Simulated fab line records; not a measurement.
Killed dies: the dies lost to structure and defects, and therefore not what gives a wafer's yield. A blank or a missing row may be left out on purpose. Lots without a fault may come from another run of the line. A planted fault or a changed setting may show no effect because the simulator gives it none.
Which tool was responsible? | flow n5_finfet | 8 lots with 24 wafers sampled at 7 steps, on a route of 1938 steps

## WHAT THE GAUGES READ, wafer by wafer
N5_FIN_SAQP_CD_MEAS_27: the cd target is 20 nm.
lot  | measured    | on        | cd_nm (nm)
L188 | day 3 00:42 | cd_sem-02 | - - -
L189 | day 3 07:16 | cd_sem-02 | - - -
L191 | day 3 18:23 | cd_sem-03 | 20.17 20.52 19.86
L201 | day 6 07:49 | cd_sem-02 | 20.21 20.31 20.38
L202 | day 6 13:14 | cd_sem-01 | 20.21 20.46 19.84
L203 | day 6 19:32 | cd_sem-03 | 20.42 20.54 20.07
L204 | day 7 01:58 | cd_sem-03 | 20.42 19.56 20.34
L206 | day 7 13:38 | cd_sem-02 | 20.62 20.74 20.29

N5_BEOL_M4_RC_MEAS_101.
lot  | measured     | on        | DIBL_N (mV/V)  | DIBL_P (mV/V) | IOFF_N (nA/um) | IOFF_P (nA/um) | ION_N (uA/um) | ION_P (uA/um) | SS_N (mV/dec)  | SS_P (mV/dec)  | VT_N (mV)   | VT_P (mV)
L191 | day 10 05:40 | prober-02 | 35.9 37.2 33.6 | 37 37 34      | 0.16 0.19 0.11 | 0.20 0.20 0.17 | 667 680 659   | 459 461 451   | 72.3 72.0 70.9 | 73.8 73.0 73.0 | 251 249 255 | -252 -251 -254
L201 | day 12 19:31 | prober-01 | 40.7 38.4 34.4 | 41 37 34      | 0.24 0.19 0.12 | 0.26 0.20 0.16 | 697 664 658   | 471 453 449   | 72.1 72.4 71.9 | 74.2 73.8 72.4 | 243 251 255 | -248 -255 -254
L202 | day 12 20:11 | prober-02 | 34.5 36.0 39.9 | 35 35 40      | 0.14 0.14 0.24 | 0.21 0.20 0.28 | 668 668 696   | 462 459 475   | 70.9 71.2 71.8 | 73.5 73.8 74.1 | 249 251 244 | -249 -250 -246
L203 | day 13 00:09 | prober-02 | 37.6 35.7 37.4 | 37 34 36      | 0.19 0.16 0.20 | 0.24 0.21 0.24 | 683 667 685   | 463 462 466   | 72.1 71.5 72.0 | 73.9 73.3 73.8 | 249 249 244 | -249 -250 -250
L204 | day 13 22:40 | prober-02 | 40.5 38.6 39.9 | 38 36 38      | 0.23 0.17 0.21 | 0.26 0.22 0.25 | 684 662 687   | 465 460 466   | 72.7 73.0 71.8 | 73.8 73.4 74.0 | 246 250 250 | -249 -249 -248
L206 | day 14 00:07 | prober-02 | 37.5 34.7 37.5 | 39 35 40      | 0.18 0.13 0.19 | 0.22 0.17 0.26 | 679 673 677   | 466 459 463   | 72.5 71.5 72.1 | 73.7 73.4 74.5 | 251 254 248 | -252 -252 -249

## EACH LOT AND THE TOOL THAT RAN IT (in order: tool; ch and the chambers of the sampled wafers; start)
lot  | N5_FIN_SAQP_PECVD_48           | N5_FIN_SAQP_PECVD_06           | N5_FIN_SAQP_SPACER1_ALD_24       | N5_FIN_SAQP_SPACER1_ETCHBACK_25   | N5_FIN_SAQP_MANDREL1_REMOVE_56
L188 | pecvd-01 ch 1, day 2 21:43     | pecvd-01 ch 1, day 2 21:46     | ald_sin-04 ch 0,1,3, day 2 23:47 | rie_diel-05 ch 0,2,3, day 3 00:30 | rie_si-03 ch 1,2,3, day 3 00:35
L189 | pecvd-03 ch 0,1, day 3 03:36   | pecvd-03 ch 0,1, day 3 03:38   | ald_sin-02 ch 1,2,3, day 3 06:21 | rie_diel-03 ch 0,1, day 3 07:04   | rie_si-06 ch 2,3, day 3 07:10
L191 | pecvd-04 ch 0,2, day 3 15:30   | pecvd-04 ch 0,2, day 3 15:32   | ald_sin-04 ch 0,1,3, day 3 17:28 | rie_diel-03 ch 1,2,3, day 3 18:11 | rie_si-05 ch 0,1,3, day 3 18:17
L201 | pecvd-04 ch 0,1, day 6 04:05   | pecvd-04 ch 0,1, day 6 04:09   | ald_sin-02 ch 0,3, day 6 06:25   | rie_diel-05 ch 0,1,2, day 6 07:37 | rie_si-03 ch 1,2,3, day 6 07:43
L202 | pecvd-01 ch 1,2, day 6 10:17   | pecvd-01 ch 1,2, day 6 10:21   | ald_sin-01 ch 0,1,3, day 6 12:17 | rie_diel-05 ch 0,1,3, day 6 13:02 | rie_si-06 ch 0,1,3, day 6 13:07
L203 | pecvd-03 ch 1,2, day 6 16:29   | pecvd-03 ch 1,2, day 6 16:32   | ald_sin-04 ch 2,3, day 6 18:26   | rie_diel-03 ch 0,3, day 6 19:20   | rie_si-06 ch 1,2,3, day 6 19:25
L204 | pecvd-01 ch 0,2, day 6 23:13   | pecvd-01 ch 0,2, day 6 23:15   | ald_sin-02 ch 0,1,3, day 7 01:03 | rie_diel-05 ch 1,2,3, day 7 01:46 | rie_si-03 ch 0,1,3, day 7 01:52
L206 | pecvd-03 ch 0,1,2, day 7 10:34 | pecvd-03 ch 0,1,2, day 7 10:37 | ald_sin-01 ch 0,1,3, day 7 12:40 | rie_diel-05 ch 1,2,3, day 7 13:26 | rie_si-03 ch 0,2,3, day 7 13:31
- N5_FIN_SAQP_PECVD_48: deposits SiNx from SiH4/NH3/N2, target thk 25 nm, time 22.1 s.
- N5_FIN_SAQP_PECVD_06: deposits a-Si from SiH4/He, target thk 60 nm, time 48.1 s.
- N5_FIN_SAQP_SPACER1_ALD_24: deposits SiO2, target thk 20.3 nm, pulse time 1 s, purge time 2 s.
- N5_FIN_SAQP_SPACER1_ETCHBACK_25: etches SiO2 in CHF3/O2, target depth 24.4 nm, time 12.2 s.
- N5_FIN_SAQP_MANDREL1_REMOVE_56: chemistry HBr/Cl2/O2, target a-Si, stops on SiNx, bt time 10 s.

## AS READ BY THE TOOLS THEMSELVES (means over the sampled wafers that have a number; for cases with no such wafer, the mark the record gives instead)
N5_FIN_SAQP_PECVD_48.
lot  | tool     | heater_power_w (W) | showerhead_plenum_p_Torr (Torr) | throttle_valve_pct (%)
L188 | pecvd-01 | 656                | 5.20                            | 42.7
L189 | pecvd-03 | 991                | 5.16                            | 40.8
L191 | pecvd-04 | 688                | 5.07                            | 42.1
L201 | pecvd-04 | 704                | 5.08                            | 42.1
L202 | pecvd-01 | 733                | 5.19                            | 37.4
L203 | pecvd-03 | 763                | 5.21                            | 40.2
L204 | pecvd-01 | 738                | 5.11                            | 36.7
L206 | pecvd-03 | 885                | 5.16                            | 40.6

N5_FIN_SAQP_PECVD_06.
lot  | tool     | heater_power_w (W) | showerhead_plenum_p_Torr (Torr) | throttle_valve_pct (%)
L188 | pecvd-01 | 688                | 5.71                            | 19.4
L189 | pecvd-03 | 961                | 5.67                            | 18.6
L191 | pecvd-04 | 706                | 5.63                            | 19.2
L201 | pecvd-04 | 704                | 5.63                            | 19.0
L202 | pecvd-01 | 771                | 5.71                            | 17.1
L203 | pecvd-03 | 857                | 5.71                            | 18.3
L204 | pecvd-01 | 838                | 5.65                            | 16.8
L206 | pecvd-03 | 986                | 5.68                            | 18.6

N5_FIN_SAQP_SPACER1_ALD_24.
lot  | tool       | heater_power_w (W) | precursor_pulse_height_rel
L188 | ald_sin-04 | 470                | 0.998
L189 | ald_sin-02 | 448                | 0.981
L191 | ald_sin-04 | 467                | 1.004
L201 | ald_sin-02 | 442                | 1.019
L202 | ald_sin-01 | 493                | 0.975
L203 | ald_sin-04 | 445                | 0.993
L204 | ald_sin-02 | 472                | 0.987
L206 | ald_sin-01 | 496                | 0.998

N5_FIN_SAQP_SPACER1_ETCHBACK_25.
lot  | tool        | CHF3_flow_sccm (sccm) | O2_flow_sccm (sccm) | drypump_motor_current_A (A) | oes_product_au (a.u.) | rf_vpp_V (V) | showerhead_plenum_p_Torr (Torr) | throttle_valve_pct (%)
L188 | rie_diel-05 | -                     | -                   | -                           | -                     | -            | -                               | -
L189 | rie_diel-03 | -                     | -                   | -                           | -                     | -            | -                               | -
L191 | rie_diel-03 | 50.10                 | 4.994               | 5.5                         | 0.85                  | 536          | 2.47                            | 18.84
L201 | rie_diel-05 | 49.89                 | 5.018               | 5.3                         | 0.80                  | 522          | 2.39                            | 18.84
L202 | rie_diel-05 | 49.90                 | 5.004               | 5.5                         | 0.90                  | 535          | 2.40                            | 18.70
L203 | rie_diel-03 | 50.16                 | 4.997               | 5.4                         | 0.79                  | 536          | 2.46                            | 18.99
L204 | rie_diel-05 | 49.94                 | 4.981               | 5.9                         | 0.81                  | 532          | 2.36                            | 18.81
L206 | rie_diel-05 | 49.89                 | 5.016               | 5.9                         | 0.80                  | 533          | 2.36                            | 18.82

N5_FIN_SAQP_MANDREL1_REMOVE_56.
lot  | tool      | drypump_motor_current_A (A) | oes_product_au (a.u.) | throttle_valve_pct (%)
L188 | rie_si-03 | 5.2                         | 0.378                 | 36.6
L189 | rie_si-06 | 5.7                         | 0.372                 | 37.0
L191 | rie_si-05 | 5.7                         | 0.980                 | 36.7
L201 | rie_si-03 | 5.2                         | 1.010                 | 36.6
L202 | rie_si-06 | 5.5                         | 0.994                 | 37.0
L203 | rie_si-06 | 5.6                         | 0.987                 | 37.0
L204 | rie_si-03 | 5.3                         | 1.004                 | 36.5
L206 | rie_si-03 | 5.3                         | 0.997                 | 36.9

## THE ANSWER, worked out from the rows above alone
Rule: the lots themselves supply what counts as usual. Put in order of their means at a reading, lots are off if they are a third of the lots or fewer, leave a main group of 4 or more, and stand apart from it by a gap of 3 or more times the standard deviation of the main group's means; of several such gaps the widest counts. The tables above print the reading to a certain number of digits; a main group whose means all agree to those digits is not used. Also off: a lot with no number at a reading for which 4 or more lots have one. Any other lot the step has rows for is counted as sound. Order of review: gauges by route order, followed by the tools' own readings, for which a lot's mean as printed above is used. At the first step where some lot is off, the reading lying furthest off is the one used; lots without a number count as furthest.
Off at N5_FIN_SAQP_CD_MEAS_27 (cd_nm): L188, L189. Without a number there: L188, L189. The main group: mean 20.28 nm, standard deviation 0.15.
A tool fits if, at a process step before that reading, it ran every lot that is off, and no sound lot after the first of them. The gauges at N5_FIN_SAQP_CD_MEAS_27 aren't tried: what is off there is off at N5_FIN_SAQP_SPACER1_ETCHBACK_25 too, on other tools, and a gauge's error can't cause that. No candidate that was tried fits.

## WHAT THE SIMULATOR PUT IN
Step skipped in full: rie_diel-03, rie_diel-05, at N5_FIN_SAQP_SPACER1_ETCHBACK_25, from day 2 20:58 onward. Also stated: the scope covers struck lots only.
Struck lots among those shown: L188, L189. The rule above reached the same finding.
